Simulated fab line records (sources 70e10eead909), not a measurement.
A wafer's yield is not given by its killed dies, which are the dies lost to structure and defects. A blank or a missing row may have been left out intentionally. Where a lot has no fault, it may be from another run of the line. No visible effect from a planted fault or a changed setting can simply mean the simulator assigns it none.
fab line records    flow nandHarc
record lots=13  wafers=39  lastDay=22
route steps=1159 shown A_STAIRCASE@652 A_BONDPAD@1088 THIN_TSV@1103 END@1159
lots that met no fault: taken from a fault-free run of the same line
startH: hours from the record's first day to the start of the lot's first wafer shown    waitH: time in hours since the lot's previous step    " as in the row above    L1.1+2: one row covering several wafers at once    - either no value or no given start    * or withheld: withheld    < > ~ a bound
route shown NAME@n: names a module that has steps shown in the file, with the first one's number in the route    usual: average and standard deviation across the fault-free wafers    same: alike in all rows    chamber/n: place in a boat    sites: the reading at each site    _std_site: the values' standard deviation    _edge_site: the outer-site mean with the inner-site mean subtracted    radiusMm: for every site, how far away it sits from the centre of the wafer    mask NAME#n: copy n    behind: the tool/chamber that last shaped the wafer    hold: what put the lot on hold/how long, in hours/how the hold closed    device: the n, p or np transistor that did not switch    end of line: tests run on the same wafers once the route is complete    a step given without rows: its recipe and nothing more    killed: count of dies lost to structure and defects at first sort (not the wafer's yield)    map: shows each die of a wafer: x if killed, . if not, _ if none is there
set.NAME: the setting as run; set.NAME@STEP: as run at that earlier step    model.NAME: the simulator's own value behind a step, which no gauge read
a sample of lots followed through the steps of the route, with each step as a table and each wafer as a row
services: the hour from which a tool's chamber was out of use, counted from the record's first day as startH (under 0 if before that day), plus the number of hours and why
## steps
# step NHARC_A_STAIRCASE_HM_DEP_456
# recipe targetThkA=15000  tempC=400  material=aC
# usual throttleValvePct=35.001/0.0087
lot.wafer  tool       chamber  startH  waitH  throttleValvePct
L246.3     aclDep-03  0        251.00  -      35.001
L246.4     "          0        "       "      34.992
L246.5     "          0        "       "      35.013
L245.2     aclDep-03  0        254.66  -      35.004
L245.5     "          0        "       "      35.007
L245.6     "          0        "       "      34.998
L248.1     aclDep-01  0        264.24  -      34.989
L248.3     "          0        "       "      34.988
L248.4     "          0        "       "      35.005
L251.3     aclDep-02  0        293.70  -      35.020
L251.4     "          0        "       "      35.007
L251.5     "          0        "       "      35.009
L250.2     aclDep-03  0        294.63  -      35.003
L250.5     "          0        "       "      35.004
L250.6     "          0        "       "      35.003
L249.1     aclDep-02  0        294.92  -      34.993
L249.2     "          0        "       "      35.005
L249.3     "          0        "       "      34.997
L253.2     aclDep-02  0        307.52  -      34.986
L253.3     "          0        "       "      34.994
L253.4     "          0        "       "      35.007
L252.1     aclDep-01  0        308.76  -      35.002
L252.4     "          0        "       "      34.993
L252.5     "          0        "       "      34.989
L254.1     aclDep-02  0        309.06  -      34.988
L254.2     "          0        "       "      35.004
L254.6     "          0        310.62  -      34.997
L255.2     aclDep-01  0        319.32  -      34.999
L255.4     "          0        "       "      34.987
L255.5     "          0        "       "      35.016
L256.1     aclDep-01  0        332.81  -      35.009
L256.4     "          0        "       "      35.007
L256.6     "          0        "       "      35.007
L259.1     aclDep-02  0        342.36  -      35.019
L259.4     "          0        "       "      35.009
L259.6     "          0        "       "      34.989
L260.3     aclDep-01  0        342.93  -      34.996
L260.4     "          0        "       "      34.991
L260.6     "          0        "       "      34.983
# step NHARC_A_BONDPAD_CMP_19
# recipe tOverpolishS=30  cuRecessTouchS=16  targetThkNm=169.8
# usual motorCurrentA=12.8/1.6  overpolishRunS=30.000/0.0088
lot.wafer  tool    chamber  startH  waitH  motorCurrentA  overpolishRunS
L246.4     cmp-02  0        413.69  -      13.3           30.016
L246.3     "       1        "       "      14.4           30.016
L246.5     "       1        "       "      14.2           30.011
L245.2     cmp-02  1        413.98  -      14.0           30.006
L245.5     "       1        "       "      13.4           29.999
L245.6     "       2        "       "      12.9           29.989
L248.1     cmp-04  1        417.17  -      13.5           29.997
L248.4     "       2        "       "      15.7           29.991
L248.3     "       3        "       "      10.5           29.994
L249.2     cmp-03  0        442.93  -      11.3           29.997
L249.1     "       1        "       "      13.1           29.986
L249.3     "       2        "       "      11.2           29.989
L251.4     cmp-02  2        443.89  -      13.2           29.991
L251.3     "       3        "       "      10.3           29.984
L251.5     "       0        "       "      13.0           29.988
L250.2     cmp-04  0        443.91  -      12.0           29.994
L250.6     "       3        "       "      10.9           30.004
L250.5     "       0        "       "      11.7           30.002
L253.4     cmp-04  0        454.45  -      11.8           30.015
L253.3     "       2        "       "      14.9           29.988
L253.2     "       3        "       "      11.1           29.991
L254.2     cmp-03  3        460.04  -      14.6           30.010
L254.1     "       1        "       "      12.8           30.003
L254.6     "       2        "       "      11.3           30.006
L252.1     cmp-02  3        460.38  -      11.2           29.995
L252.4     "       1        "       "      14.8           30.021
L252.5     "       3        "       "      11.2           29.994
L255.2     cmp-02  0        477.96  -      12.2           30.007
L255.4     "       2        "       "      13.1           29.995
L255.5     "       3        "       "      10.4           29.998
L256.4     cmp-04  1        484.50  -      12.5           30.002
L256.1     "       2        "       "      14.7           30.005
L256.6     "       2        "       "      15.5           29.992
L260.3     cmp-03  2        494.83  -      10.9           29.999
L260.4     "       3        "       "      14.9           30.000
L260.6     "       2        "       "      11.1           30.003
L259.4     cmp-03  3        501.48  -      15.4           30.005
L259.1     "       1        "       "      12.6           29.997
L259.6     "       3        "       "      15.3           30.002
# step NHARC_THIN_TSV_THK_MEAS_02
# recipe thkMeasGauge=ir
# usual thkNm=2998/230
lot.wafer  tool          chamber  startH  waitH  thkNm
L245.2     filmMetro-02  -        425.58  -      2976
L245.5     "             -        "       "      3352
L245.6     "             -        "       "      3333
L246.3     filmMetro-02  -        426.77  -      2858
L246.4     "             -        "       "      2472
L246.5     "             -        "       "      2777
L248.1     filmMetro-02  -        430.42  -      3243
L248.3     "             -        "       "      3191
L248.4     "             -        "       "      3030
L249.1     filmMetro-02  -        454.91  0.2    3176
L249.2     "             -        "       "      3130
L249.3     "             -        "       "      2760
L251.3     filmMetro-02  -        456.21  -      3044
L251.4     "             -        "       "      3269
L251.5     "             -        "       "      3059
L250.2     filmMetro-02  -        458.12  -      2900
L250.5     "             -        "       "      3017
L250.6     "             -        "       "      2987
L253.2     filmMetro-02  -        466.58  -      2579
L253.3     "             -        "       "      2769
L253.4     "             -        "       "      2783
L252.1     filmMetro-02  -        473.18  -      2617
L252.4     "             -        "       "      2585
L252.5     "             -        "       "      2821
L254.1     filmMetro-01  -        474.40  -      2919
L254.2     "             -        "       "      2899
L254.6     "             -        "       "      3035
L255.2     filmMetro-01  -        490.57  -      3030
L255.4     "             -        "       "      3311
L255.5     "             -        "       "      3006
L256.1     filmMetro-01  -        496.49  -      2750
L256.4     "             -        "       "      3050
L256.6     "             -        "       "      2712
L260.3     filmMetro-01  -        506.77  -      2985
L260.4     "             -        "       "      3042
L260.6     "             -        "       "      3054
L259.1     filmMetro-02  -        515.45  0.2    2986
L259.4     "             -        "       "      3074
L259.6     "             -        "       "      3072
# step NHARC_THIN_TSV_DESCUM_35
# recipe timeS=3  o2FlowSccm=200  arFlowSccm=0  biasPowerW=0  chemistry=O2
# usual chamberPressureMTorr=60.00/0.06  drypumpMotorCurrentA=5.5/0.67  mfcArSccm=0.013/0.016  oesProductAu=0.999/0.0078  rfVppV=57.6/0.9  showerheadPlenumPTorr=1.89/0.087  throttleValvePct=11.311/0.0093
lot.wafer  tool        chamber  startH  waitH  chamberPressureMTorr  drypumpMotorCurrentA  mfcArSccm  oesProductAu  rfHoursCounterH  rfVppV  showerheadPlenumPTorr  throttleValvePct
L245.2     rieDiel-08  1        438.53  -      59.90                 5.8                   0          0.995         13               58.7    1.80                   11.323
L245.6     "           1        "       "      60.01                 5.8                   0          1.001         -                58.0    1.80                   11.298
L245.5     "           2        "       "      60.05                 5.5                   0          0.990         -                57.8    1.99                   11.317
L246.4     rieDiel-06  2        438.70  -      59.91                 4.7                   0.021      1.000         2                57.6    1.98                   11.307
L246.3     "           1        "       "      59.96                 4.9                   0          0.993         2                57.0    1.89                   11.332
L246.5     "           2        "       "      60.05                 4.8                   0.021      0.994         -                58.7    1.98                   11.317
L248.3     rieDiel-08  2        439.32  -      60.07                 5.5                   0          0.990         14               58.3    1.99                   11.316
L248.4     "           0        "       "      60.06                 4.8                   0          1.001         16               57.5    1.77                   11.332
L248.1     "           1        "       "      60.00                 5.8                   0          0.997         13               56.9    1.80                   11.308
L249.1     rieDiel-06  3        463.37  -      60.07                 6.7                   0.000      1.001         4                59.1    2.00                   11.329
L249.3     "           0        "       "      60.00                 6.3                   0.040      1.005         3                58.7    1.89                   11.313
L249.2     "           1        "       "      60.02                 4.9                   0          0.999         3                57.4    1.89                   11.306
L251.4     rieDiel-08  1        464.85  -      60.01                 5.8                   0          0.989         16               56.3    1.80                   11.309
L251.3     "           2        "       "      59.98                 5.5                   0          0.996         17               58.0    1.99                   11.291
L251.5     "           3        "       "      59.96                 5.1                   0.036      1.009         -                57.4    1.79                   11.314
L250.2     rieDiel-06  3        466.13  -      60.06                 6.7                   0.000      1.005         4                57.7    2.00                   11.306
L250.5     "           1        "       "      60.02                 4.9                   0          0.987         -                57.3    1.89                   11.322
L250.6     "           2        "       "      59.97                 4.8                   0.021      1.006         -                57.4    1.98                   11.317
L253.2     rieDiel-08  2        473.67  -      60.06                 5.5                   0          1.004         18               56.9    1.99                   11.309
L253.3     "           3        "       "      59.98                 5.1                   0.036      1.007         18               56.6    1.79                   11.321
L253.4     "           1        "       "      60.06                 5.8                   0          1.009         17               56.4    1.80                   11.309
L252.4     rieDiel-09  3        480.36  -      60.01                 5.5                   0          1.000         3                57.0    1.88                   11.314
L252.1     "           0        "       "      60.01                 5.7                   0.021      0.998         3                56.7    2.00                   11.314
L252.5     "           2        "       "      60.08                 5.9                   0          1.003         -                57.6    1.86                   11.309
L254.1     rieDiel-06  3        481.66  -      60.09                 6.7                   0.000      1.000         6                58.1    2.00                   11.314
L254.2     "           1        "       "      59.92                 4.9                   0          0.986         4                57.2    1.89                   11.295
L254.6     "           3        "       "      60.07                 6.7                   0.000      0.997         -                58.5    2.00                   11.315
L255.4     rieDiel-08  3        497.58  -      60.00                 5.1                   0.036      1.001         0                57.7    1.79                   11.314
L255.2     "           2        "       "      60.03                 5.5                   0          1.008         0                60.3    1.99                   11.313
L255.5     "           3        "       "      59.90                 5.1                   0.036      0.995         -                56.4    1.79                   11.310
L256.4     rieDiel-06  3        503.68  -      59.95                 6.7                   0.000      0.999         6                58.5    2.00                   11.313
L256.1     "           2        "       "      59.93                 4.7                   0.021      0.994         6                56.9    1.98                   11.308
L256.6     "           0        "       "      60.08                 6.2                   0.040      1.013         -                55.8    1.89                   11.311
L260.4     rieDiel-08  3        513.91  -      60.06                 5.1                   0.036      0.987         3                57.0    1.79                   11.309
L260.3     "           2        "       "      59.91                 5.6                   0          0.995         2                57.5    1.99                   11.300
L260.6     "           3        "       "      59.96                 5.1                   0.036      0.998         -                58.0    1.79                   11.309
L259.1     rieDiel-06  2        522.78  -      59.94                 4.7                   0.021      1.000         7                57.6    1.98                   11.320
L259.4     "           1        "       "      60.09                 4.9                   0          0.982         6                57.2    1.89                   11.316
L259.6     "           3        "       "      59.94                 6.7                   0.000      0.992         -                58.1    2.00                   11.324
# step NHARC_END_SORT_01
# recipe tempC=25
# usual killedAtArray=29/11  killedAtOther=0.6/0.89  killedAtPeriphery=3.8/2.8  killedDies=33/12  killedOpen=3.5/1.9  killedShort=1.9/1.3
# same grossDies=677
lot.wafer  tool       chamber  startH  waitH  killedAtArray  killedAtOther  killedAtPeriphery  killedDies  killedOpen  killedShort
L256.1     prober-02  0        512.69  2.5    107            0              3                  110         4           0
L256.4     prober-02  0        515.08  3.4    111            1              1                  113         7           1
L256.6     prober-02  0        516.68  4.0    112            0              4                  116         4           3
L260.3     prober-02  0        527.68  3.1    106            0              6                  112         2           1
L260.4     prober-02  0        528.48  3.4    116            0              10                 126         0           1
L260.6     prober-02  0        530.09  4.0    114            0              7                  121         2           3
# killed by level:class
L256.1 A_STAIRCASE:unspecified=90 A_SLIT:chamberFilmFlake=10 P_CONTACT:geometricParticle:open=1 P_M0:geometricParticle:open=1 A_CHANNEL_FILL_D1:geometricParticle:open=1 A_WL_FILL:geometricParticle:open=1 P_STI:chamberFilmFlake=1 A_CHANNEL_HOLE_D1:chamberFilmFlake=1
L256.4 A_STAIRCASE:unspecified=84 A_SLIT:chamberFilmFlake=9 A_CHANNEL_HOLE_D1:chamberFilmFlake=5 A_CONTACT:chamberFilmFlake=4 A_STAIRCASE:chamberFilmFlake=3 P_GATE:geometricParticle:open=1 A_CHANNEL_FILL_D1:geometricParticle:short=1 A_CHANNEL_FILL_D1:geometricParticle:open=1
L256.6 A_STAIRCASE:unspecified=92 A_CHANNEL_HOLE_D1:chamberFilmFlake=6 A_STAIRCASE:chamberFilmFlake=5 A_CHANNEL_FILL_D1:geometricParticle:open=2 A_CHANNEL_FILL_D1:chamberFilmFlake=2 P_CONTACT:geometricParticle:short=1 A_CONTACT:geometricParticle:open=1 A_M0:geometricParticle:open=1
L260.3 A_STAIRCASE:unspecified=83 A_CHANNEL_HOLE_D1:chamberFilmFlake=14 P_CONTACT:chamberFilmFlake=3 A_SLIT:chamberFilmFlake=3 A_CONTACT:chamberFilmFlake=3 P_GATE:chamberFilmFlake=2 P_GATE:geometricParticle:open=1 A_ONON_D1:geometricParticle:short=1
L260.4 A_STAIRCASE:unspecified=85 A_CHANNEL_HOLE_D1:chamberFilmFlake=16 A_SLIT:chamberFilmFlake=10 P_CONTACT:chamberFilmFlake=7 P_GATE:chamberFilmFlake=3 A_STAIRCASE:chamberFilmFlake=2 A_WL_FILL:chamberFilmFlake=2 A_ONON_D1:geometricParticle:short=1
L260.6 A_STAIRCASE:unspecified=89 A_CHANNEL_HOLE_D1:chamberFilmFlake=17 P_CONTACT:chamberFilmFlake=5 A_WL_FILL:geometricParticle:short=2 P_GATE:chamberFilmFlake=2 A_SLIT:chamberFilmFlake=2 A_STAIRCASE:geometricParticle:short=1 A_CONTACT:geometricParticle:open=1
## services
tool        chamber  startH  hours  kind
cmp-03      -        227.37  2.7    repair
rieDiel-08  1        239.18  2.5    repair
rieDiel-06  -        241.47  9.0    pm
cmp-02      -        254.97  2.5    repair
cmp-03      -        256.89  4.0    pm
rieDiel-08  1        258.26  10.8   repair
cmp-03      -        264.92  1.2    repair
aclDep-01   -        293.40  13.0   pm
rieDiel-08  -        301.80  9.0    pm
cmp-02      -        306.24  0.9    repair
rieDiel-08  1        311.07  6.2    repair
cmp-02      -        324.62  4.0    pm
aclDep-02   -        349.36  13.0   pm
rieDiel-08  -        358.34  0.5    repair
rieDiel-08  1        414.31  14.9   repair
cmp-02      -        416.16  3.4    repair
rieDiel-06  -        418.47  9.0    pm
cmp-02      -        422.62  4.0    pm
cmp-02      -        465.11  1.4    repair
aclDep-01   -        474.76  13.0   pm
rieDiel-08  -        478.84  9.0    pm
cmp-02      -        495.91  1.7    repair
rieDiel-06  -        510.84  5.2    repair
cmp-02      -        520.62  4.0    pm
## key
firstSign step=NHARC_END_SORT_01  reading=killedAtArray  direction=up  sigmas=7.2  usual=29  struck=111
effect step=NHARC_END_SORT_01  reading=killedDies  direction=up  sigmas=6.8  usual=33  struck=116
moreKillsBornAt NHARC_A_STAIRCASE_HM_DEP_456@aclDep-01=523
metAt NHARC_A_STAIRCASE_HM_DEP_456
struckLots L256,L260
testerLeftOut L256,L260
notActingAt NHARC_A_BONDPAD_CMP_19,NHARC_THIN_TSV_THK_MEAS_02,NHARC_THIN_TSV_DESCUM_35
onsetBetween 319.32 332.81
fault kind=chamberParticleSource  tool=aclDep-01  chamber=-  onsetH=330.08  steps=NHARC_A_STAIRCASE_HM_DEP_456  ratePerVisitCm2=1.8521  endH=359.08
# testerLeftOut: of these lots the tester's yield and bins aren't shown, on N5 and GAA mostly nor the transistor test; their killed dies are dies lost to structure and defects alone, not to doping, threshold or leakage, so they don't give the yield
